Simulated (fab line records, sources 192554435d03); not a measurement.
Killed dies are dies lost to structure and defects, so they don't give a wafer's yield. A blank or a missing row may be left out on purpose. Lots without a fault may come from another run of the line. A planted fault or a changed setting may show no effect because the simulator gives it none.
Problem report in the 8D (eight disciplines) form, filled by code | flow n5_finfet | the parts of the form that need people (team, actions taken, sign-off) are left out

1. THE PROBLEM
spin_speed_rpm at N5_BEOL_M3_COAT_73 reads a mean of 1437.6 rpm on 6 wafers of 2 lots; wafers without a fault read 1500.0 rpm with a standard deviation of 0.98. That is -64 standard deviations from the usual mean.
The step: time 60 s, resist thk 5 nm.
First seen on wafer L322.2, day 11 04:19, on litho_track-03. The record holds 18 wafers of 6 lots with a number at this step. Rule for "out", or "out of limits": more than 4 standard deviations from the usual mean. The other wafers with a number count as sound.

2. WHAT IT IS AND WHAT IT IS NOT
question                    | is                     | is not
which readings at this step | spin_speed_rpm         | dispense_pressure_kPa
which lots                  | L322, L324             | L312, L319, L331, L335
which wafers of those lots  | all that have a number | -
read on which tools         | litho_track-03         | litho_track-02
when                        | from day 11 04:19      | up to then (6 sound wafers); but 6 sound wafers of L331, L335 came after

3. SUSPECTS, AND WHAT RULES EACH OUT
Counting: a tool at a process step up to the reading stays a suspect if it ran every lot that is out and no sound lot after the first of them.
- pvd_sputter-02 at N5_BEOL_M3_HM_DEP_02 (deposits TiN, target thk 20 nm): ruled out as a lasting fault. Sound lots L335 ran on it after its first lot that is out, L322 (day 11 04:11).
- litho_track-03 at N5_BEOL_M3_COAT_73 (time 60 s, resist thk 5 nm): kept. It ran every lot that is out, first L322 (day 11 04:19), and no sound lot after that; its last sound lot up to then is L319 (day 9 10:18). Its own readings are out on those wafers: spin_speed_rpm.
Left after counting: litho_track-03 at N5_BEOL_M3_COAT_73.

4. THE CAUSE (what the simulator had put in)
Process parameter drift: litho_track-03, from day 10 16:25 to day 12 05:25, at N5_BEOL_M3_COAT_73. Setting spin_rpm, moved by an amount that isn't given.
Counting left only this tool.

5. THE CHAIN OF EFFECTS, in route order
Each row: a reading whose mean over the struck wafers that have a number lies more than 3 standard deviations from the usual. Only readings for which the record gives a usual standard deviation are gone through. hours: the time from each lot's start at the first step in this table that gives one to its start at this step, as a median over the lots. sigmas: the change in usual standard deviations.
hours | step               | reading        | usual      | on struck wafers | change | sigmas
0     | N5_BEOL_M3_COAT_73 | spin_speed_rpm | 1500.0 rpm | 1437.6           | -62.4  | -64
The process steps in it:
- N5_BEOL_M3_COAT_73: time 60 s, resist thk 5 nm.
Later measuring or inspecting steps at which every struck wafer that the step has a row for has a number for every such reading, and none has moved that far: N5_BEOL_M3_CD_MEAS_11, N5_BEOL_M3_OVL_MEAS_12, N5_BEOL_M3_INSPECT_13, N5_BEOL_M4_RC_MEAS_101.

6. WHAT WOULD HAVE CAUGHT IT SOONER
In this record the first reading out of limits was taken at day 11 04:19, 12 hours after the fault began at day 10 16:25.
